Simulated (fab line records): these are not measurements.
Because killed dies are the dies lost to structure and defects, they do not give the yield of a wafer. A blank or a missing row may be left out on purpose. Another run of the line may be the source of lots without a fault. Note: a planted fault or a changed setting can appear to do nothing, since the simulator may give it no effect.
Split-lot study -- flow n5_finfet -- on a route of 1938 steps: 7 lots, 21 wafers read

== THE SPLIT ==
At N5_BEOL_M3_ETCH_41 (etches SiCN in CH3F/O2, target depth 29.9 nm, time 52.5 s), the setting target_depth_a was moved away from the recipe's 299 angstrom on 7 of the 21 wafers read, by -6.1% to +11.4%. This setting was run at the recipe's value on the other wafers.

The split's own step is where the reading is taken.

== THE READING ==
etch.depth_nm (the simulator's own value, which no gauge read), in nm, at N5_BEOL_M3_ETCH_41 (etches SiCN in CH3F/O2, target depth 29.9 nm, time 52.5 s). There is no usual value for it anywhere in the file. Across the 14 wafers here that went through the recipe, the average is 20.02 nm and the standard deviation 0.41 nm.

wafer,"tool, chamber at the split","target_depth_a as run, angstrom",against the recipe,"etch.depth_nm, nm",against lot-mates on the recipe
L080.1,"rie_diel-04, 3",333.1,+11.4%,22.61,+2.99
L080.2,"rie_diel-04, 0",299,recipe,19.65,-
L080.3,"rie_diel-04, 0",299,recipe,19.59,-
L081.2,"rie_diel-01, 1",280.7,-6.1%,18.37,-1.18
L081.5,"rie_diel-01, 1",299,recipe,19.74,-
L081.6,"rie_diel-01, 0",299,recipe,19.37,-
L083.4,"rie_diel-04, 2",299,recipe,20.34,-
L083.5,"rie_diel-04, 0",281.6,-5.8%,18.47,-1.87
L083.6,"rie_diel-04, 1",281.6,-5.8%,19,-1.34
L084.1,"rie_diel-04, 0",319.2,+6.8%,20.81,+0.50
L084.4,"rie_diel-04, 2",299,recipe,20.43,-
L084.6,"rie_diel-04, 1",299,recipe,20.19,-
L086.1,"rie_diel-01, 2",299,recipe,20.34,-
L086.3,"rie_diel-01, 0",299,recipe,19.49,-
L086.5,"rie_diel-01, 2",299,recipe,20.37,-
L093.2,"rie_diel-01, 3",308.4,+3.1%,20.52,+0.98
L093.3,"rie_diel-01, 0",308.4,+3.1%,20.37,+0.83
L093.5,"rie_diel-01, 1",299,recipe,19.54,-
L095.3,"rie_diel-04, 1",299,recipe,20.5,-
L095.4,"rie_diel-04, 3",299,recipe,20.36,-
L095.6,"rie_diel-04, 1",299,recipe,20.37,-

FIT RESULTS
A straight line over all 21 wafers: etch.depth_nm changes by +0.21 nm for each +1% of target_depth_a; r = +0.90; the points scatter about the line by 0.4 nm.
The same after taking each lot's own level away (the mean of its wafers on the recipe; 21 wafers): +0.231 nm for each +1%; r = +0.94; scatter 0.34 nm.
That fit puts the effect of the largest move of target_depth_a on the reading at 2.6 nm.
The span of the lots' own levels, 19.540 to 20.410 nm, comes to 2.1 times the standard deviation stated above.
The two slopes agree, so the slope changes little with the lot-to-lot level.
Check: with one of the wafers moved furthest among these (+11.4%) left out of the fit, the line predicts +2.27 nm for it against its lot-mates. Against them it came out at +2.99 nm.

== ADDITIONAL SPLITS CARRIED BY THESE WAFERS ==
Other splits were also applied to these wafers ahead of the reading. Each is held against what the fit with the lots' levels taken away leaves over:
other split on the same wafers,wafers away from the commonest value,r with etch.depth_nm (lot level and that fit taken away)
N5_BEOL_M3_VIA_ETCH_34 time_s,7,+0.15

== FILE'S OWN FIT ==
etch.depth_nm changes by +0.222 nm for each +1% of target_depth_a, r = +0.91.
